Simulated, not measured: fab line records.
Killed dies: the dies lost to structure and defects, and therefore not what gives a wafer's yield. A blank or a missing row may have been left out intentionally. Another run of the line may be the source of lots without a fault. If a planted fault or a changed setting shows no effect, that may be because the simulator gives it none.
Chamber matching    flow n5 finfet    ald sin-04 running N5_GATE_CUT_ALD_22: 4 sister chambers
The step deposits SiNx, target thk 16 nm, pulse time 1 s, ald cycles 320. 8 wafers are shown with their chamber, then 12 later ones without.

EACH WAFER AND ITS CHAMBER
wafer   chamber  heater power outer w (W)  heater power w (W)
L086.6  3        477                       778
L087.5  0        537                       825
L089.1  1        452                       819
L089.3  0        557                       830
L089.6  2        545                       910
L090.1  2        543                       928
L090.3  3        496                       787
L090.5  1        447                       842

WAFERS WHOSE CHAMBER IS MISSING
wafer   heater power outer w (W)  heater power w (W)
L094.2  504                       751
L094.4  455                       817
L094.6  457                       822
L095.1  559                       825
L095.4  455                       846
L095.6  488                       789
L096.2  546                       824
L096.4  454                       839
L096.6  495                       783
L097.3  454                       828
L097.4  499                       761
L097.5  487                       768

EACH ONE'S CHAMBER
wafer   from the rows above  in truth
L094.2  3                    3
L094.4  1                    1
L094.6  1                    1
L095.1  0                    0
L095.4  1                    1
L095.6  3                    3
L096.2  0                    0
L096.4  1                    1
L096.6  3                    3
L097.3  1                    1
L097.4  3                    3
L097.5  3                    3
Correctly placed: 12 of 12. Can't be placed from these rows: 0. Number placed wrongly: 0.
How it was worked out, from the rows above alone: a wafer's distance from a chamber is the root of the sum, over the readings, of the square of ((its reading less the chamber's mean) divided by the reading's scatter). If the next closest chamber is less than 2 further off than the closest, the wafer can't be placed; otherwise it belongs to the closest. For every chamber, the mean is computed from those of its wafers that are shown. How the scatter is found: for the shown wafers, subtract from each reading the mean of its chamber, square and add these, divide the total by (wafers less chambers), then take the root.
